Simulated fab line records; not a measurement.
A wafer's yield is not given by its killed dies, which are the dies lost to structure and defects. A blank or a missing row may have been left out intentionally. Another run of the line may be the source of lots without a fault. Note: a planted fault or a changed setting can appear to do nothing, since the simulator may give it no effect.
fab line records | flow n5-finfet
[record] lots = 5 wafers = 15 last-day = 16
route steps=1938 shown FIN_CUT@155 BEOL_M4@1111
lots that met no fault: from a run of the same line without faults
start-h: start of the lot's first displayed wafer, in hours after the record's first day | wait-h: how many hours have passed since the lot's step before this one | " identical to the entry in the row above | L1.1+2: a single row standing in for several wafers | - no value, or no start given | * or withheld: withheld | < > ~ a bound
route shown NAME@n: names a module that has steps shown in the file, with the first one's number in the route | usual: mean/standard deviation of fault-free wafers | same: alike in all rows | chamber/n: place in a boat | sites: the reading at each site | _std_site: how widely they spread, as a standard deviation | _edge_site: inner sites' mean taken away from outer sites' mean | radius-mm: how far each site lies from the wafer's centre | mask NAME#n: copy n | behind: the tool/chamber that last shaped the wafer | hold: reason for holding the lot/hours on hold/outcome of the hold | device: which transistor (n, p or np) failed to switch | end of line: the route-end tests of the same wafers | a step given without rows: its recipe and nothing more | killed: at the first sort, the dies lost to defects and structure; wafer yield is something else | map: a wafer's dies, x killed, . not, _ none there
set.NAME: the setting as run; set.NAME@STEP: as run at that earlier step | model.NAME: the simulator's own value behind a step, which no gauge read
lots at selected steps of the route; one table per step, one row per wafer
services: a tool's chamber out of use, with start hour (start-h, from the record's first day; less than 0 if before it), hours out, and reason
[[steps]]
[step N5_FIN_CUT_COAT_19]
[recipe] resist = SiARC temp-c = 220 time-s = 60 spin-rpm = 1500 resist-thk-nm = 20
[step N5_FIN_CUT_COAT_29]
[recipe] resist = underlayer temp-c = 205 time-s = 60 spin-rpm = 1500 resist-thk-nm = 10
[step N5_FIN_CUT_COAT_02]
[recipe] resist = CAR-EUV spin-rpm = 1500 resist-thk-nm = 30
[step N5_FIN_CUT_EBR_04]
[recipe] solvent = PGMEA ebr-width-mm = 1.5
[step N5_FIN_CUT_SOFTBAKE_03]
[recipe] temp-c = 110 time-s = 60 resist = CAR-EUV
[step N5_FIN_CUT_EXPOSE_05]
[recipe] mask-id = FIN_CUT na = 0.33 source-shape = annular sigma-inner = 0.35 sigma-outer = 0.8 polarization = unpolarized dose-mj = 45.75
[step N5_FIN_CUT_PEB_06]
[recipe] peb-temp-c = 100 peb-time-s = 60 resist = CAR-EUV
[step N5_FIN_CUT_DEVELOP_07]
[recipe] develop-time-s = 30 developer = TMAH resist = CAR-EUV rinse-liquid = surfactant-rinse dry = air-spin dev-temp-c = 23
[step N5_FIN_CUT_CD_MEAS_08]
[recipe] target-cd-nm = 29.1 landing-energy-ev = 500 detector = se-inlens polarity = opening
[usual] cd-nm = 29.20/0.24
// columns lot.wafer tool chamber start-h wait-h cd-nm
L567.1 cd-sem-03 0 50.37 - 28.92
L567.4 " 0 " " 29.21
L567.5 " 0 " " 29.03
L569.2 cd-sem-02 0 63.16 - 29.46
L569.3 " 0 " " 29.20
L569.6 " 0 " " 28.91
L570.1 cd-sem-02 0 67.97 - 29.53
L570.2 " 0 " " 29.44
L570.5 " 0 " " 29.23
L582.1 cd-sem-03 0 143.60 - 29.12
L582.3 " 0 " " 29.02
L582.5 " 0 " " 29.28
L581.4 cd-sem-02 0 144.30 - 28.72
L581.5 " 0 " " 29.28
L581.6 " 0 " " 29.22
[step N5_FIN_CUT_OVL_MEAS_09]
[recipe] points-per-wafer = 522
[usual] FIN_CUT_OVL = -0.2/0.63
// columns lot.wafer tool chamber start-h wait-h FIN_CUT_OVL[nm]
L567.1 overlay-02 0 50.40 0.0 -0.2
L567.4 " 0 " " 0.3
L567.5 " 0 " " 0.0
L569.2 overlay-01 0 63.19 0.0 -1.3
L569.3 " 0 " " 0.6
L569.6 " 0 " " -0.6
L570.1 overlay-01 0 68.00 0.0 -0.6
L570.2 " 0 " " -0.4
L570.5 " 0 " " -0.3
L582.1 overlay-01 0 143.63 0.0 -0.1
L582.3 " 0 " " -0.1
L582.5 " 0 " " 0.7
L581.4 overlay-02 0 144.35 0.0 1.3
L581.5 " 0 " " -1.3
L581.6 " 0 " " 0.9
[step N5_FIN_CUT_INSPECT_10]
[recipe] mode = adi inspect-instrument = brightfield
[usual] raw-defect-count = 44/13
// columns lot.wafer tool chamber start-h wait-h raw-defect-count
L567.1 defect-inspect-02 - 50.45 0.1 47
L567.4 " - " " 51
L567.5 " - " " 58
L569.2 defect-inspect-02 - 63.25 0.0 43
L569.3 " - " " 26
L569.6 " - " " 35
L570.1 defect-inspect-01 - 68.05 0.1 38
L570.2 " - " " 39
L570.5 " - " " 44
L582.1 defect-inspect-02 - 143.69 0.1 30
L582.3 " - " " 31
L582.5 " - " " 22
L581.4 defect-inspect-01 - 144.39 0.0 20
L581.5 " - " " 61
L581.6 " - " " 51
[step N5_FIN_CUT_DESCUM_13]
[recipe] chemistry = O2 time-s = 7 source-power-w = 50 bias-power-w = 20 pressure-mtorr = 20 rf-frequency-hz = 2.712e+07 temp-c = 40 resist = CAR-EUV o2-flow-sccm = 225
[usual] drypump-motor-current-A = 5.7/0.58 oes-product-au = 0.77/0.081 rf-fwd-power-W = 49.34/0.23 rf-vpp-V = 243.6/1.3 showerhead-plenum-p-Torr = 2.11/0.061 throttle-valve-pct = 20.43/0.22
// columns lot.wafer tool chamber start-h wait-h drypump-motor-current-A oes-product-au rf-fwd-power-W rf-hours-counter-h rf-vpp-V showerhead-plenum-p-Torr throttle-valve-pct
L567.1 rie-diel-03 0 50.49 0.0 6.5 0.69 49.37 209 244.0 2.17 20.30
L567.4 " 3 " " 5.4 0.73 49.44 167 244.2 2.20 20.67
L567.5 " 0 " " 6.5 0.69 49.24 - 244.1 2.17 20.31
L569.2 rie-diel-01 1 63.28 0.0 4.9 0.73 49.58 162 246.0 2.16 20.28
L569.3 " 2 " " 6.0 0.85 49.05 55 243.4 2.11 20.24
L569.6 " 0 " " 5.2 0.79 48.88 - 243.1 2.10 20.68
L570.1 rie-diel-03 0 68.09 0.0 6.5 0.68 49.33 214 246.1 2.17 20.32
L570.2 " 1 " " 5.7 0.67 49.01 247 244.2 2.15 20.54
L570.5 " 0 " " 6.5 0.69 49.44 - 245.7 2.17 20.32
L582.1 rie-diel-03 0 143.73 0.0 6.5 0.68 49.52 238 243.2 2.16 20.36
L582.3 " 2 " " 6.6 0.69 49.66 226 242.2 2.08 20.69
L582.5 " 2 " " 6.6 0.69 49.53 - 242.1 2.08 20.69
L581.4 rie-diel-01 0 144.42 0.0 5.2 0.77 48.80 141 242.9 2.10 20.74
L581.5 " 2 " " 6.0 0.82 49.46 - 243.0 2.10 20.25
L581.6 " 3 " " 5.9 0.75 48.95 - 241.4 2.02 20.67
[step N5_FIN_CUT_ETCH_30]
[recipe] chemistry = N2/H2 target = underlayer target-depth-a = 130 mask-material = CAR-EUV time-s = 10.4 ion-energy-ev = 200 pressure-mtorr = 30 source-w = 840 bias-w = 150 n2-flow-sccm = 200 h2-flow-sccm = 200 ends = cleared
[usual] drypump-motor-current-A = 5.7/0.58 etch-rf-on-time-s = 10.43/0.27 oes-product-au = 0.66/0.069 rf-fwd-power-W = 818.9/2.5 rf-vpp-V = 524.5/2.3 showerhead-plenum-p-Torr = 2.56/0.076 throttle-valve-pct = 17.85/0.18
// columns lot.wafer tool chamber start-h wait-h drypump-motor-current-A etch-rf-on-time-s oes-product-au rf-fwd-power-W rf-hours-counter-h rf-vpp-V showerhead-plenum-p-Torr throttle-valve-pct
L567.1 rie-diel-03 0 50.52 0.0 6.5 10.42 0.60 818.2 209 524.6 2.64 17.91
L567.4 " 3 " " 5.4 10.41 0.62 817.1 167 525.5 2.65 18.01
L567.5 " 0 " " 6.5 10.56 0.59 820.2 - 525.9 2.64 17.91
L569.2 rie-diel-01 1 63.31 0.0 4.9 10.39 0.63 818.9 162 527.3 2.64 17.78
L569.3 " 2 " " 6.0 6.30 0.98 821.0 55 522.6 2.57 17.80
L569.6 " 0 " " 5.2 10.02 0.68 820.7 - 523.6 2.55 18.06
L570.1 rie-diel-03 0 68.12 0.0 6.5 10.38 0.59 818.1 214 526.1 2.63 17.90
L570.2 " 1 " " 5.7 10.91 0.56 825.8 247 526.6 2.61 18.04
L570.5 " 0 " " 6.5 10.46 0.59 817.9 - 526.6 2.63 17.92
L582.1 rie-diel-03 0 143.76 0.0 6.5 10.50 0.58 819.1 238 526.4 2.62 17.96
L582.3 " 2 " " 6.6 10.46 0.59 819.9 226 524.1 2.50 17.95
L582.5 " 2 " " 6.6 10.53 0.59 815.8 - 523.7 2.50 17.91
L581.4 rie-diel-01 0 144.45 0.0 5.2 10.07 0.66 818.8 141 523.7 2.54 18.10
L581.5 " 2 " " 6.0 10.08 0.70 819.0 - 526.0 2.56 17.79
L581.6 " 3 " " 5.9 10.86 0.63 820.5 - 520.5 2.45 18.06
[step N5_FIN_CUT_ETCH_20]
[recipe] chemistry = CF4 target = SiARC target-depth-a = 260 mask-material = CAR-EUV time-s = 43.3 ion-energy-ev = 80 pressure-mtorr = 40 source-w = 545 bias-w = 36 Ar_flow_sccm = 100 cf4-flow-sccm = 100 ends = cleared
[usual] drypump-motor-current-A = 5.7/0.58 etch-rf-on-time-s = 43.4/1.1 oes-product-au = 0.65/0.068 rf-fwd-power-W = 534.8/2.9 rf-vpp-V = 184.3/1 showerhead-plenum-p-Torr = 2.16/0.06 throttle-valve-pct = 15.62/0.21
// columns lot.wafer tool chamber start-h wait-h drypump-motor-current-A etch-rf-on-time-s oes-product-au rf-fwd-power-W rf-hours-counter-h rf-vpp-V showerhead-plenum-p-Torr throttle-valve-pct
L567.1 rie-diel-03 0 50.54 0.0 6.5 44.1 0.59 536.9 209 184.4 2.20 15.47
L567.4 " 3 " " 5.4 42.8 0.62 535.2 167 186.1 2.22 15.75
L567.5 " 0 " " 6.5 44.0 0.58 535.3 - 184.2 2.20 15.47
L569.2 rie-diel-01 1 63.33 0.0 4.8 43.1 0.63 535.6 162 184.7 2.22 15.55
L569.3 " 2 " " 6.0 40.9 0.74 533.5 55 184.8 2.19 15.61
L569.6 " 0 " " 5.2 41.4 0.69 532.1 - 184.0 2.16 15.86
L570.1 rie-diel-03 0 68.14 0.0 6.5 43.7 0.59 534.8 214 184.8 2.20 15.47
L570.2 " 1 " " 5.7 45.0 0.56 531.7 247 184.6 2.19 15.74
L570.5 " 0 " " 6.5 43.5 0.59 535.3 - 183.8 2.19 15.48
L582.1 rie-diel-03 0 143.78 0.0 6.5 44.0 0.57 537.3 238 183.8 2.19 15.53
L582.3 " 2 " " 6.6 43.9 0.59 539.3 226 184.3 2.12 15.90
L582.5 " 2 " " 6.6 43.3 0.59 537.3 - 183.0 2.12 15.89
L581.4 rie-diel-01 0 144.47 0.0 5.2 41.8 0.67 531.3 141 183.3 2.15 15.91
L581.5 " 2 " " 6.0 41.3 0.71 534.8 - 183.0 2.18 15.64
L581.6 " 3 " " 5.9 44.7 0.63 530.3 - 184.4 2.05 15.69
[step N5_BEOL_M4_RC_MEAS_101]
[usual] DIBL_N = 36.2/1.6 DIBL_P = 36.5/1.9 IOFF_N = 0.158/0.027 IOFF_P = 0.21/0.038 ION_N = 675/12 ION_P = 464/8.9 SS_N = 71.5/0.61 SS_P = 73.4/0.59 VT_N = 250.4/3 VT_P = -250/3.6
// columns lot.wafer tool chamber start-h wait-h DIBL_N[mV/V] DIBL_P[mV/V] IOFF_N[nA/um] IOFF_P[nA/um] ION_N[uA/um] ION_P[uA/um] SS_N[mV/dec] SS_P[mV/dec] VT_N[mV] VT_P[mV]
L567.1 prober-02 0 185.89 0.0 33.6 32.2 0.115 0.14 648 443 71.4 72.3 255.8 -256
L567.4 " 0 " " 34.8 34.9 0.135 0.18 660 455 71.9 72.5 251.2 -254
L567.5 " 0 " " 33.9 33.5 0.119 0.16 656 445 71.4 72.9 254.5 -256
L569.2 prober-01 0 202.64 0.2 37.3 36.5 0.153 0.19 673 460 71.3 74.0 252.8 -253
L569.3 " 0 " " 37.8 37.0 0.168 0.20 680 460 71.9 74.1 250.7 -252
L569.6 " 0 " " 35.9 34.8 0.128 0.16 661 454 70.8 73.1 255.9 -253
L570.1 prober-01 0 210.70 0.0 33.0 32.6 0.099 0.16 661 465 70.2 73.0 258.6 -250
L570.2 " 0 " " 35.6 37.2 0.149 0.24 675 471 71.4 73.3 249.2 -245
L570.5 " 0 " " 32.6 32.3 0.101 0.17 652 455 71.0 72.7 256.5 -252
L582.1 prober-01 0 276.71 0.0 34.3 37.1 0.136 0.19 670 464 72.5 73.1 254.0 -254
L582.3 " 0 " " 34.1 36.9 0.137 0.19 671 462 71.9 73.8 251.3 -252
L582.5 " 0 " " 36.8 39.9 0.192 0.25 683 470 72.1 73.9 249.9 -249
L581.4 prober-01 0 281.71 0.5 37.5 38.3 0.174 0.26 692 475 71.1 74.4 245.8 -245
L581.5 " 0 " " 37.9 38.2 0.169 0.25 690 481 71.9 73.6 249.3 -247
L581.6 " 0 " " 35.0 35.0 0.132 0.20 672 461 71.0 72.5 254.3 -248
[[services]]
// columns tool chamber start-h hours kind
rie-diel-03 1 77.68 - clean
rie-diel-03 1 77.68 - consumable-replace:focus-ring
rie-diel-03 1 77.68 28.1 scheduled-down
rie-diel-03 1 77.68 28.1 vent-cycle
rie-diel-03 - 116.21 0.6 repair
rie-diel-03 - 123.78 2.8 pm
[[key]]
[first-sign] step = N5_FIN_CUT_ETCH_30 reading = etch-rf-on-time-s direction = down sigmas = 15 usual = * struck = *
[effect] step = N5_FIN_CUT_ETCH_30 reading = oes-product-au direction = up sigmas = 4.7 usual = 0.66 struck = 0.98
met-at N5_FIN_CUT_ETCH_30
struck-wafers L569.3
[fault] kind = process-parameter-drift tool = rie-diel-01 chamber = - onset-h = 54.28 steps = N5_FIN_CUT_ETCH_30 channel = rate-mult offset = 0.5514 shape = step end-h = 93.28 scope = struck-wafers-only
